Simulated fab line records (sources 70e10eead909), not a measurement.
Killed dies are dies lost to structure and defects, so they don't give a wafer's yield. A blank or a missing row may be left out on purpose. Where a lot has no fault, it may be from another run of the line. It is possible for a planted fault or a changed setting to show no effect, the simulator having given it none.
fab line records | flow nand_harc
record: lots: 5 | wafers: 15 | last_day: 25
route steps=1159 shown A_BLC@982 A_M0@994 END@1159
lots that met no fault: taken from a fault-free run of the same line
start_h: start of the lot's first displayed wafer, in hours after the record's first day | wait_h: how many hours have passed since the lot's step before this one | " identical to the entry in the row above | L1.1+2: a single row standing in for several wafers | - no value, or no start was given | * or withheld: withheld | < > ~ a bound
route shown NAME@n: NAME is a module with steps in the file, n the number in the route of the first one | usual: the fault-free wafers' mean and standard deviation | same: alike in all rows | chamber/n: place in a boat | sites: readings site by site | _std_site: standard deviation across them | _edge_site: mean of outer sites minus mean of inner sites | radius_mm: for every site, how far away it sits from the centre of the wafer | mask NAME#n: copy n | behind: tool/chamber where the wafer was last shaped | hold: what put the lot on hold/how long, in hours/how the hold closed | device: the transistor (n, p or np) that didn't switch | end of line: the same wafers' tests at the end of the route | a step given without rows: its recipe and nothing more | killed: dies lost to structure and defects at the first sort, not the wafer's yield | map: shows each die of a wafer: x if killed, . if not, _ if none is there
set.NAME: the run value of the setting; set.NAME@STEP: its run value at that earlier step | model.NAME: the simulator's own value behind a step, which no gauge read
lots at some steps of the route; a table a step, a row a wafer
services: from which hour (start_h, from the record's first day; less than 0 if before it) a tool's chamber was out of use, for how many hours, and why
== steps ==
step: NHARC_A_BLC_STRIP_29
recipe: cf4_flow_sccm: 150 | ar_flow_sccm: 0 | bias_w: 0 | chemistry: CF4
step: NHARC_A_BLC_STRIP_21
recipe: o2_flow_sccm: 500 | ar_flow_sccm: 0 | bias_w: 0 | chemistry: O2
usual: drypump_motor_current_A: 5.8/0.44 | o2_flow_sccm: 500.0/1.5 | oes_product_au: 1.002/0.0097 | rf_vpp_V: 57.6/0.85 | showerhead_plenum_p_Torr: 3.53/0.13 | throttle_valve_pct: 17.036/0.0098
lot.wafer | tool        | chamber | start_h | wait_h | drypump_motor_current_A | o2_flow_sccm | oes_product_au | rf_hours_counter_h | rf_vpp_V | showerhead_plenum_p_Torr | throttle_valve_pct
L712.2    | rie_diel-12 | 3       | 393.76  | 0.1    | 5.8                     | 500.0        | 0.996          | 1                  | 57.7     | 3.75                     | 17.030
L712.4    | "           | 1       | "       | "      | 4.8                     | 498.1        | 0.998          | 1                  | 58.2     | 3.38                     | 17.032
L712.5    | "           | 3       | "       | "      | 5.7                     | 498.7        | 0.989          | -                  | 58.7     | 3.75                     | 17.032
L713.1    | rie_diel-06 | 2       | 402.98  | 0.1    | 6.5                     | 500.0        | 0.988          | 50                 | 58.4     | 3.57                     | 17.046
L713.3    | "           | 0       | "       | "      | 6.3                     | 498.6        | 1.015          | 57                 | 56.8     | 3.34                     | 17.052
L713.5    | "           | 2       | "       | "      | 6.5                     | 502.2        | 0.983          | -                  | 58.5     | 3.57                     | 17.038
L718.3    | rie_diel-12 | 1       | 434.19  | 0.1    | 4.8                     | 498.0        | 1.009          | 6                  | 57.9     | 3.38                     | 17.038
L718.2    | "           | 0       | "       | "      | 6.3                     | 500.4        | 0.999          | 6                  | 56.5     | 3.41                     | 17.014
L718.5    | "           | 1       | "       | "      | 4.8                     | 502.0        | 1.011          | -                  | 58.3     | 3.38                     | 17.051
L730.3    | rie_diel-08 | 3       | 503.02  | 0.1    | 5.7                     | 502.0        | 1.004          | 2                  | 58.4     | 3.39                     | 17.023
L730.1    | "           | 0       | "       | "      | 5.9                     | 499.5        | 0.986          | 2                  | 58.3     | 3.49                     | 17.035
L730.6    | "           | 0       | "       | "      | 5.9                     | 499.3        | 1.009          | -                  | 56.1     | 3.49                     | 17.023
L734.1    | rie_diel-08 | 3       | 553.58  | 0.1    | 5.6                     | 500.8        | 1.006          | 7                  | 57.4     | 3.39                     | 17.035
L734.4    | "           | 2       | "       | "      | 6.0                     | 502.7        | 1.019          | 7                  | 57.2     | 3.70                     | 17.039
L734.6    | "           | 0       | "       | "      | 5.9                     | 498.4        | 1.019          | -                  | 58.3     | 3.49                     | 17.013
step: NHARC_A_BLC_STRIP_22
recipe: time_s: 600 | temp_c: 30 | chemistry: post_etch_residue_remover
step: NHARC_A_BLC_DEGAS_30
recipe: temp_c: 300 | time_s: 60
step: NHARC_A_BLC_PRE_CLEAN_31
recipe: time_s: 15 | bias_v: 250 | gas: Ar
step: NHARC_A_BLC_PVD_32
recipe: target_thk_a: 50 | chamber_pressure_pa: 5 | power_w: 5000 | substrate_temp_c: 200 | time_s: 17.7 | material: Ti
step: NHARC_A_BLC_ALD_23
recipe: target_thk_a: 30 | pulse_time_s: 1 | ald_cycles: 150 | temp_c: 450 | material: TiN
usual: heater_power_w: 1146/120 | precursor_pulse_height_rel: 0.996/0.022
lot.wafer | tool         | chamber | start_h | wait_h | heater_power_w | precursor_pulse_height_rel
L712.2    | ald_metal-04 | 3       | 394.45  | -      | 958            | 0.989
L712.4    | "            | 2       | "       | "      | 1082           | 0.995
L712.5    | "            | 3       | "       | "      | 992            | 1.009
L713.1    | ald_metal-03 | 2       | 403.66  | -      | 1114           | 1.007
L713.3    | "            | 3       | "       | "      | 1310           | 1.025
L713.5    | "            | 2       | "       | "      | 1101           | 1.016
L718.3    | ald_metal-02 | 0       | 434.85  | -      | 1129           | 0.970
L718.2    | "            | 2       | "       | "      | 1303           | 0.995
L718.5    | "            | 0       | "       | "      | 1129           | 1.011
L730.1    | ald_metal-04 | 2       | 503.73  | -      | 1110           | 0.982
L730.3    | "            | 3       | "       | "      | 973            | 0.995
L730.6    | "            | 2       | "       | "      | 1120           | 0.988
L734.4    | ald_metal-02 | 0       | 554.28  | -      | 1114           | 1.010
L734.1    | "            | 1       | "       | "      | 1153           | 1.012
L734.6    | "            | 0       | "       | "      | 1146           | 0.987
step: NHARC_A_BLC_CVD_24
recipe: target_thk_a: 1500 | temp_c: 300 | pressure_torr: 40 | wf6_flow_sccm: 40 | h2_flow_sccm: 1600 | ar_flow_sccm: 1560 | time_s: 434 | material: W
usual: heater_power_w: 488/40 | throttle_valve_pct: 8.0/0.3
same: time_s: 434
lot.wafer | tool     | chamber | start_h | wait_h | heater_power_w | throttle_valve_pct
L712.2    | cvd_w-02 | 1       | -       | -      | 542            | 7.9
L712.4    | "        | 0       | "       | "      | 475            | 7.6
L712.5    | "        | 0       | "       | "      | 481            | 7.7
L713.1    | cvd_w-01 | 0       | -       | -      | 490            | 8.3
L713.3    | "        | 0       | "       | "      | 489            | 8.2
L713.5    | "        | 1       | "       | "      | 433            | 8.2
L718.2    | cvd_w-01 | 1       | -       | -      | 458            | 8.1
L718.3    | "        | 0       | "       | "      | 485            | 8.2
L718.5    | "        | 0       | "       | "      | 487            | 8.4
L730.1    | cvd_w-01 | 1       | -       | -      | 429            | 8.0
L730.3    | "        | 0       | "       | "      | 487            | 8.4
L730.6    | "        | 0       | "       | "      | 477            | 8.3
L734.1    | cvd_w-01 | 1       | -       | -      | 431            | 8.2
L734.4    | "        | 1       | "       | "      | 428            | 8.3
L734.6    | "        | 0       | "       | "      | 471            | 8.6
step: NHARC_A_BLC_CMP_25
recipe: t_overpolish_s: 30 | target_thk_nm: 150
step: NHARC_A_BLC_SRD_27
step: NHARC_A_BLC_INSPECT_28
usual: raw_defect_count: 454/110
lot.wafer | tool              | chamber | start_h | wait_h | raw_defect_count
L712.2    | defect_inspect-01 | -       | 400.91  | 0.1    | 488
L712.4    | "                 | -       | "       | "      | 467
L712.5    | "                 | -       | "       | "      | 342
L713.1    | defect_inspect-01 | -       | 408.73  | 0.1    | 486
L713.3    | "                 | -       | "       | "      | 348
L713.5    | "                 | -       | "       | "      | 560
L718.2    | defect_inspect-02 | -       | 438.55  | 0.1    | 412
L718.3    | "                 | -       | "       | "      | 370
L718.5    | "                 | -       | "       | "      | 634
L730.1    | defect_inspect-01 | -       | 505.87  | 0.1    | 409
L730.3    | "                 | -       | "       | "      | 548
L730.6    | "                 | -       | "       | "      | 415
L734.1    | defect_inspect-01 | -       | 560.06  | 0.1    | 463
L734.4    | "                 | -       | "       | "      | 443
L734.6    | "                 | -       | "       | "      | 309
step: NHARC_A_M0_DEP_00
recipe: target_thk_a: 1500 | target_thk_nm: 150 | temp_c: withheld | pressure_torr: 5 | flow_sccm: 200 | rf_w: 600 | material: SiOC
lot.wafer  | tool     | chamber | start_h | wait_h
L712.2+5+4 | pecvd-04 | 1,0,2   | 401.02  | 0.1
L713.1+3+5 | pecvd-03 | 2,0,2   | 408.84  | 0.1
L718.3+2+5 | pecvd-03 | 0,2,1   | 438.62  | 0.1
L730.3+1+6 | pecvd-01 | 2,0,2   | 506.02  | 0.2
L734.1+6+4 | pecvd-01 | 2,0,2   | 560.21  | 0.2
step: NHARC_A_M0_DEHYDRATE_01
recipe: temp_c: 150 | time_s: 120
step: NHARC_A_M0_HMDS_02
recipe: time_s: 30
step: NHARC_A_M0_COAT_33
recipe: temp_c: 200 | time_s: 65
step: NHARC_A_M0_COAT_03
recipe: spin_rpm: 1500 | resist_thk_nm: 90
step: NHARC_A_M0_SOFTBAKE_04
recipe: temp_c: 105 | time_s: 55
step: NHARC_A_M0_EBR_05
step: NHARC_A_M0_EXPOSE_06
recipe: na: 1.35 | target_cd_nm: 80 | dose_mj: 83.25 | mask_id: A_M0
step: NHARC_A_M0_PEB_07
recipe: peb_temp_c: 100 | peb_time_s: 65
step: NHARC_A_M0_DEVELOP_08
recipe: develop_time_s: 35 | dev_temp_c: 23
step: NHARC_A_M0_CD_MEAS_09
recipe: target_cd_nm: 80 | landing_energy_ev: 500
usual: cd_nm: 80.0/0.64
lot.wafer | tool      | chamber | start_h | wait_h | cd_nm
L712.2    | cd_sem-01 | 0       | 401.84  | -      | 80.1
L712.4    | "         | 0       | "       | "      | 80.9
L712.5    | "         | 0       | "       | "      | 81.0
L713.1    | cd_sem-01 | 0       | 409.63  | -      | 80.4
L713.3    | "         | 0       | "       | "      | 80.3
L713.5    | "         | 0       | "       | "      | 79.4
L718.2    | cd_sem-02 | 0       | 439.45  | -      | 80.3
L718.3    | "         | 0       | "       | "      | 80.8
L718.5    | "         | 0       | "       | "      | 80.0
L730.1    | cd_sem-01 | 0       | 506.73  | -      | 79.6
L730.3    | "         | 0       | "       | "      | 80.4
L730.6    | "         | 0       | "       | "      | 80.2
L734.1    | cd_sem-01 | 0       | 560.83  | -      | 80.6
L734.4    | "         | 0       | "       | "      | 79.2
L734.6    | "         | 0       | "       | "      | 79.9
step: NHARC_A_M0_OVL_MEAS_10
recipe: pitch_nm: 160
usual: overlay_x_nm: 0.1/0.78 | overlay_y_nm: -0.2/0.78
lot.wafer | tool       | chamber | start_h | wait_h | overlay_x_nm | overlay_y_nm
L712.2    | overlay-01 | -       | 401.92  | -      | -0.4         | -1.0
L712.4    | "          | -       | "       | "      | -0.7         | -0.9
L712.5    | "          | -       | "       | "      | -0.8         | -0.5
L713.1    | overlay-02 | -       | 409.72  | -      | 0.0          | -1.1
L713.3    | "          | -       | "       | "      | 0.4          | -0.3
L713.5    | "          | -       | "       | "      | -0.1         | -0.8
L718.2    | overlay-01 | -       | 439.54  | -      | 0.2          | 0.6
L718.3    | "          | -       | "       | "      | 0.4          | 0.8
L718.5    | "          | -       | "       | "      | 0.7          | 1.5
L730.1    | overlay-02 | -       | 506.82  | -      | -0.4         | -1.1
L730.3    | "          | -       | "       | "      | -0.3         | -0.7
L730.6    | "          | -       | "       | "      | -0.2         | -1.0
L734.1    | overlay-02 | -       | 560.92  | -      | 0.1          | 0.3
L734.4    | "          | -       | "       | "      | 0.1          | -0.1
L734.6    | "          | -       | "       | "      | -0.5         | -0.2
step: NHARC_A_M0_INSPECT_11
usual: raw_defect_count: 29/12
lot.wafer | tool              | chamber | start_h | wait_h | raw_defect_count
L712.2    | defect_inspect-02 | -       | 401.96  | 0.0    | 52
L712.4    | "                 | -       | "       | "      | 31
L712.5    | "                 | -       | "       | "      | 35
L713.1    | defect_inspect-01 | -       | 409.75  | 0.0    | 31
L713.3    | "                 | -       | "       | "      | 22
L713.5    | "                 | -       | "       | "      | 25
L718.2    | defect_inspect-01 | -       | 439.58  | 0.0    | 25
L718.3    | "                 | -       | "       | "      | 28
L718.5    | "                 | -       | "       | "      | 20
L730.1    | defect_inspect-02 | -       | 506.86  | 0.0    | 57
L730.3    | "                 | -       | "       | "      | 71
L730.6    | "                 | -       | "       | "      | 55
L734.1    | defect_inspect-02 | -       | 560.96  | 0.0    | 57
L734.4    | "                 | -       | "       | "      | 44
L734.6    | "                 | -       | "       | "      | 57
step: NHARC_A_M0_DESCUM_14
recipe: time_s: 3 | o2_flow_sccm: 200 | ar_flow_sccm: 0 | bias_power_w: 0 | chemistry: O2
step: NHARC_A_M0_ETCH_34
recipe: target_depth_a: 400 | overetch_a: 120 | time_s: 43.94 | ion_energy_ev: 200 | n2_flow_sccm: 150 | h2_flow_sccm: 150 | ar_flow_sccm: 0 | rf_w: 400 | bias_w: 150 | chemistry: N2/H2
step: NHARC_A_M0_ETCH_15
recipe: target_depth_a: 1500 | overetch_a: 150 | time_s: 82.5 | c4f8_flow_sccm: withheld | ar_flow_sccm: 400 | rf_w: 600 | bias_w: 300 | chemistry: C4F8/Ar
usual: oes_product_au: 0.946/0.027 | rf_vpp_V: 441.7/2.9
same: time_s: 82.5
lot.wafer | tool        | chamber | start_h | wait_h | oes_product_au | rf_hours_counter_h | rf_vpp_V
L712.2    | rie_diel-04 | 2       | -       | -      | 0.981          | 8                  | 439.0
L712.4    | "           | 1       | "       | "      | 0.981          | 8                  | 445.0
L712.5    | "           | 3       | "       | "      | 0.971          | -                  | 439.8
L713.3    | rie_diel-01 | 0       | -       | -      | 0.919          | 7                  | 443.5
L713.1    | "           | 2       | "       | "      | 0.909          | 7                  | 439.5
L713.5    | "           | 0       | "       | "      | 0.921          | -                  | 444.6
L718.2    | rie_diel-01 | 3       | -       | -      | 0.906          | 11                 | 443.0
L718.3    | "           | 1       | "       | "      | 0.915          | 7                  | 441.7
L718.5    | "           | 3       | "       | "      | 0.911          | -                  | 443.1
L730.1    | rie_diel-13 | 2       | -       | -      | 0.968          | 3                  | 445.7
L730.3    | "           | 3       | "       | "      | 0.966          | 3                  | 445.8
L730.6    | "           | 1       | "       | "      | 0.994          | -                  | 438.3
L734.4    | rie_diel-01 | 3       | -       | -      | 0.979          | 3                  | 441.9
L734.1    | "           | 0       | "       | "      | 0.948          | 4                  | 445.3
L734.6    | "           | 2       | "       | "      | 0.971          | -                  | 438.5
step: NHARC_A_M0_CD_MEAS_16
usual: cd_nm: 80.0/0.78
lot.wafer | tool      | chamber | start_h | wait_h | cd_nm
L712.2    | cd_sem-03 | -       | 402.32  | -      | 80.2
L712.4    | "         | -       | "       | "      | 81.6
L712.5    | "         | -       | "       | "      | 81.3
L713.1    | cd_sem-02 | -       | 410.16  | -      | 79.5
L713.3    | "         | -       | "       | "      | 80.9
L713.5    | "         | -       | "       | "      | 79.8
L718.2    | cd_sem-03 | -       | 439.98  | -      | 80.4
L718.3    | "         | -       | "       | "      | 81.0
L718.5    | "         | -       | "       | "      | 78.9
L730.1    | cd_sem-02 | -       | 507.22  | -      | 80.5
L730.3    | "         | -       | "       | "      | 80.7
L730.6    | "         | -       | "       | "      | 80.9
L734.1    | cd_sem-02 | -       | 561.32  | -      | 80.8
L734.4    | "         | -       | "       | "      | 80.4
L734.6    | "         | -       | "       | "      | 79.7
step: NHARC_A_M0_STRIP_18
recipe: power_w: 1000 | n2_flow_sccm: 150 | h2_flow_sccm: 150 | ar_flow_sccm: 0 | bias_w: 0 | chemistry: N2/H2
step: NHARC_A_M0_STRIP_19
recipe: time_s: 600 | temp_c: 30 | chemistry: post_etch_residue_remover
step: NHARC_A_M0_DEGAS_28
recipe: temp_c: 250 | time_s: 60
usual: heater_power_w: 335/26
same: time_s: 60
lot.wafer | tool           | chamber | start_h | wait_h | heater_power_w
L712.2    | pvd_sputter-02 | -       | 402.94  | -      | 333
L712.4    | "              | -       | "       | "      | 323
L712.5    | "              | -       | "       | "      | 337
L713.3    | pvd_sputter-01 | -       | 410.83  | -      | 368
L713.1    | "              | -       | "       | "      | 289
L713.5    | "              | -       | "       | "      | 386
L718.3    | pvd_sputter-03 | -       | 440.67  | -      | 328
L718.2    | "              | -       | "       | "      | 316
L718.5    | "              | -       | "       | "      | 327
L730.1    | pvd_sputter-02 | -       | 507.84  | -      | 340
L730.3    | "              | -       | "       | "      | 316
L730.6    | "              | -       | "       | "      | 342
L734.4    | pvd_sputter-01 | -       | 561.94  | -      | 399
L734.1    | "              | -       | "       | "      | 293
L734.6    | "              | -       | "       | "      | 374
step: NHARC_A_M0_PRE_CLEAN_29
recipe: time_s: 30 | temp_c: 280 | gas: H2/He
step: NHARC_A_M0_PVD_20
recipe: target_thk_a: 50 | bias_v: 168.6 | power_w: 15000 | chamber_pressure_pa: 0.12 | time_s: 8.06 | substrate_temp_c: 50 | material: TaN
step: NHARC_A_M0_PVD_21
recipe: target_thk_a: 300 | chamber_pressure_pa: 5 | power_w: 5000 | substrate_temp_c: 30 | time_s: 20.49 | material: Cu
step: NHARC_A_M0_ECD_22
recipe: target_thk_a: 4000 | bath_temp_c: 25 | material: Cu
step: NHARC_A_M0_ANNEAL_30
recipe: temp_c: 225 | time_s: 90
step: NHARC_A_M0_CMP_23
recipe: t_overpolish_s: 20 | target_thk_nm: 113.75
step: NHARC_A_M0_SRD_25
step: NHARC_A_M0_INSPECT_27
usual: raw_defect_count: 440/110
lot.wafer | tool              | chamber | start_h | wait_h | raw_defect_count
L712.2    | defect_inspect-01 | -       | 404.75  | 0.0    | 299
L712.4    | "                 | -       | "       | "      | 404
L712.5    | "                 | -       | "       | "      | 335
L713.1    | defect_inspect-02 | -       | 412.52  | 0.1    | 324
L713.3    | "                 | -       | "       | "      | 417
L713.5    | "                 | -       | "       | "      | 269
L718.2    | defect_inspect-01 | -       | 442.24  | 0.0    | 499
L718.3    | "                 | -       | "       | "      | 484
L718.5    | "                 | -       | "       | "      | 380
L730.1    | defect_inspect-02 | -       | 509.42  | 0.0    | 536
L730.3    | "                 | -       | "       | "      | 617
L730.6    | "                 | -       | "       | "      | 521
L734.1    | defect_inspect-01 | -       | 563.49  | 0.0    | 827
L734.4    | "                 | -       | "       | "      | 341
L734.6    | "                 | -       | "       | "      | 357
step: NHARC_END_SORT_01
recipe: temp_c: 25
usual: defect_limited_yield: 95.6/1.4 | killed_at_array: 26/9 | killed_at_other: 0.8/1.2 | killed_at_periphery: 3.2/2.3 | killed_dies: 30/9.1 | killed_open: 3.5/2 | killed_short: 1.8/1.4 | sort_bin_2_pct: 1.4/0.59 | sort_bin_3_pct: 0.25/0.22 | sort_bin_4_pct: 2.8/0.91 | sort_n_pass: 647/9.1 | sort_rim_yield_pct: 95.4/3 | sort_yield_pct: 95.6/1.4
same: gross_dies: 677 | sort_bin_5_pct[%]: 0 | sort_bin_6_pct[%]: 0 | sort_bin_7_pct[%]: 0 | sort_bin_8_pct[%]: 0 | sort_rim_n_gross: 106.00
lot.wafer | tool      | chamber | start_h | wait_h | defect_limited_yield[%] | killed_at_array | killed_at_other | killed_at_periphery | killed_dies | killed_open | killed_short | sort_bin_2_pct[%] | sort_bin_3_pct[%] | sort_bin_4_pct[%] | sort_n_pass | sort_rim_yield_pct[%] | sort_yield_pct[%]
L712.2    | prober-02 | 0       | 445.38  | 2.8    | 92.6                    | 44              | 1               | 5                   | 50          | 2           | 3            | 2.8               | 0.30              | 4.3               | 627         | 92.5                  | 92.6
L712.4    | prober-02 | 0       | 446.98  | 3.4    | 94.5                    | 30              | 2               | 5                   | 37          | 3           | 2            | 1.0               | 0.59              | 3.8               | 640         | 95.3                  | 94.5
L712.5    | prober-02 | 0       | 447.78  | 3.7    | 94.2                    | 35              | 1               | 3                   | 39          | 4           | 1            | 1.8               | 0.15              | 3.8               | 638         | 95.3                  | 94.2
L718.2    | prober-01 | 0       | 482.15  | 2.8    | 0                       | 675             | 1               | 1                   | 677         | 3           | 1            | 97.2              | 0                 | 2.8               | 0           | 0                     | 0
L718.3    | prober-01 | 0       | 482.95  | 3.1    | 0                       | 670             | 1               | 6                   | 677         | 2           | 1            | 96.9              | 0.89              | 2.2               | 0           | 0                     | 0
L718.5    | prober-01 | 0       | 484.55  | 3.7    | 95.9                    | 23              | 3               | 2                   | 28          | 3           | 3            | 1.5               | 0.15              | 2.5               | 649         | 93.4                  | 95.9
L730.1    | prober-02 | 0       | 542.80  | 2.5    | 94.2                    | 37              | 0               | 2                   | 39          | 2           | 1            | 2.2               | 0.44              | 3.1               | 638         | 96.2                  | 94.2
killed by level:class
L712.2 A_CHANNEL_HOLE_D1:chamber_film_flake=13 A_STAIRCASE:chamber_film_flake=13 A_SLIT:chamber_film_flake=10 A_CONTACT:chamber_film_flake=4 P_M2:chamber_film_flake=2 A_WL_FILL:chamber_film_flake=2 P_GATE:geometric_particle:open=1 P_GATE:geometric_particle:short=1
L712.4 A_CHANNEL_HOLE_D1:chamber_film_flake=13 A_CONTACT:chamber_film_flake=5 P_STI:chamber_film_flake=4 A_SLIT:chamber_film_flake=4 A_STAIRCASE:chamber_film_flake=2 A_WL_FILL:chamber_film_flake=2 THIN_TSV:chamber_film_flake=2 P_GATE:geometric_particle:open=1
L712.5 A_CHANNEL_HOLE_D1:chamber_film_flake=12 A_STAIRCASE:chamber_film_flake=8 A_SLIT:chamber_film_flake=8 A_CONTACT:chamber_film_flake=3 P_CONTACT:geometric_particle:open=2 A_M0:geometric_particle:open=2 A_SOURCE_PLATE:geometric_particle:short=1 P_M2:chamber_film_flake=1
L718.2 A_M0:area_dep=653 A_CHANNEL_HOLE_D1:chamber_film_flake=12 A_STAIRCASE:chamber_film_flake=4 A_CHANNEL_HOLE_D1:geometric_particle:open=1 A_STAIRCASE:geometric_particle:short=1 A_BLC:geometric_particle:open=1 A_M0:geometric_particle:open=1 P_ZERO_WELL:chamber_film_flake=1
L718.3 A_M0:area_dep=647 A_CHANNEL_HOLE_D1:chamber_film_flake=13 P_ZERO_WELL:chamber_film_flake=3 A_WL_FILL:chamber_film_flake=3 A_CONTACT:chamber_film_flake=3 P_M1:geometric_particle:short=1 A_ONON_D1:geometric_particle:open=1 A_CONTACT:geometric_particle:open=1
L718.5 A_CHANNEL_HOLE_D1:chamber_film_flake=12 A_STAIRCASE:chamber_film_flake=4 THIN_TSV:chamber_film_flake=3 P_STI:geometric_particle:short=1 P_CONTACT:geometric_particle:open=1 A_ONON_D1:geometric_particle:short=1 A_CHANNEL_HOLE_D1:geometric_particle:short=1 A_CHANNEL_FILL_D1:geometric_particle:open=1
L730.1 A_CHANNEL_HOLE_D1:chamber_film_flake=23 A_SLIT:chamber_film_flake=10 A_CONTACT:chamber_film_flake=2 P_M0:geometric_particle:short=1 A_SGD_CUT:geometric_particle:open=1 A_CONTACT:geometric_particle:open=1 P_ZERO_WELL:chamber_film_flake=1
map L718.2 (x killed, . not)
____________x____________
_________xxxxxxx_________
_______xxxxxxxxxxx_______
______xxxxxxxxxxxxx______
_____xxxxxxxxxxxxxxx_____
____xxxxxxxxxxxxxxxxx____
____xxxxxxxxxxxxxxxxx____
___xxxxxxxxxxxxxxxxxxx___
___xxxxxxxxxxxxxxxxxxx___
__xxxxxxxxxxxxxxxxxxxxx__
__xxxxxxxxxxxxxxxxxxxxx__
_xxxxxxxxxxxxxxxxxxxxxxx_
_xxxxxxxxxxxxxxxxxxxxxxx_
_xxxxxxxxxxxxxxxxxxxxxxx_
_xxxxxxxxxxxxxxxxxxxxxxx_
_xxxxxxxxxxxxxxxxxxxxxxx_
xxxxxxxxxxxxxxxxxxxxxxxxx
xxxxxxxxxxxxxxxxxxxxxxxxx
xxxxxxxxxxxxxxxxxxxxxxxxx
xxxxxxxxxxxxxxxxxxxxxxxxx
xxxxxxxxxxxxxxxxxxxxxxxxx
_xxxxxxxxxxxxxxxxxxxxxxx_
_xxxxxxxxxxxxxxxxxxxxxxx_
_xxxxxxxxxxxxxxxxxxxxxxx_
_xxxxxxxxxxxxxxxxxxxxxxx_
_xxxxxxxxxxxxxxxxxxxxxxx_
__xxxxxxxxxxxxxxxxxxxxx__
__xxxxxxxxxxxxxxxxxxxxx__
___xxxxxxxxxxxxxxxxxxx___
___xxxxxxxxxxxxxxxxxxx___
____xxxxxxxxxxxxxxxxx____
____xxxxxxxxxxxxxxxxx____
_____xxxxxxxxxxxxxxx_____
______xxxxxxxxxxxxx______
_______xxxxxxxxxxx_______
_________xxxxxxx_________
____________x____________
map L713.1 (x killed, . not)
____________.____________
_________......._________
_______..........._______
______.............______
_____..............._____
____.....x...........____
____.........x.......____
___....x...x..........___
___........xx.........___
__.....................__
__........xx.x.........__
_..........x............_
_.........xx....x......._
_......................._
_......................._
_....x..............x..._
........................x
.................x...x...
.........................
.........................
...x...........x.........
_............x.........._
_..x...................x_
_.................x....._
_..x...................._
_......................._
__....x.............x..__
__..............x......__
___x..................___
___.x.................___
____.................____
____.........x.......____
_____..............._____
______.x...........______
_______..........._______
_________......._________
____________.____________
== services ==
tool           | chamber | start_h | hours | kind
rie_diel-12    | -       | 379.51  | 9.0   | pm
rie_diel-08    | 1       | 389.19  | 117.5 | repair
pvd_sputter-02 | -       | 392.00  | 10.0  | pm
ald_metal-02   | 0       | 400.42  | 4.5   | repair
pvd_sputter-01 | -       | 401.27  | 3.5   | repair
rie_diel-01    | 1       | 406.00  | 23.6  | repair
ald_metal-04   | -       | 406.00  | 10.0  | pm
pecvd-01       | -       | 418.39  | 13.0  | pm
pvd_sputter-01 | -       | 435.59  | 5.0   | repair
rie_diel-01    | 2       | 435.83  | 8.0   | repair
pecvd-01       | -       | 448.27  | 0.9   | repair
rie_diel-12    | 2       | 448.39  | 1.4   | repair
pecvd-01       | 2       | 457.95  | 3.3   | repair
rie_diel-01    | -       | 462.18  | 0.1   | repair
rie_diel-01    | 3       | 462.35  | 7.8   | repair
rie_diel-12    | 0       | 463.77  | 9.3   | repair
pecvd-03       | -       | 473.26  | 13.0  | pm
cvd_w-01       | -       | 475.36  | 13.0  | pm
rie_diel-08    | -       | 478.80  | 9.0   | pm
rie_diel-12    | 1       | 479.88  | 7.5   | repair
ald_metal-04   | 0       | 486.61  | 22.0  | repair
rie_diel-01    | -       | 491.82  | 9.0   | pm
rie_diel-12    | 1       | 513.88  | 12.5  | repair
rie_diel-12    | 2       | 514.12  | 6.3   | repair
== key ==
first_sign: step: NHARC_END_SORT_01 | reading: sort_bin_2_pct | direction: up | sigmas: 99+ | usual: 1.4 | struck: 97.0
effect: step: NHARC_END_SORT_01 | reading: killed_at_array | direction: up | sigmas: 72 | usual: 26 | struck: 672
more_kills_born_at: NHARC_A_M0_DEP_00@pecvd-03: 1300
met_at NHARC_A_M0_DEP_00
struck_wafers L718.2,L718.3
later_rows_left_out L718.2,L718.3
onset_between 408.84 438.62
fault: kind: process_parameter_drift | tool: pecvd-03 | chamber: - | onset_h: 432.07 | steps: NHARC_A_M0_DEP_00 | channel: target_thk_a | offset: * | shape: step | end_h: 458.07 | scope: struck_wafers_only | acts_in: * | stated: *
later_rows_left_out: the simulator's readings of these wafers behind a module that went badly wrong aren't trusted and aren't shown, but for the sort
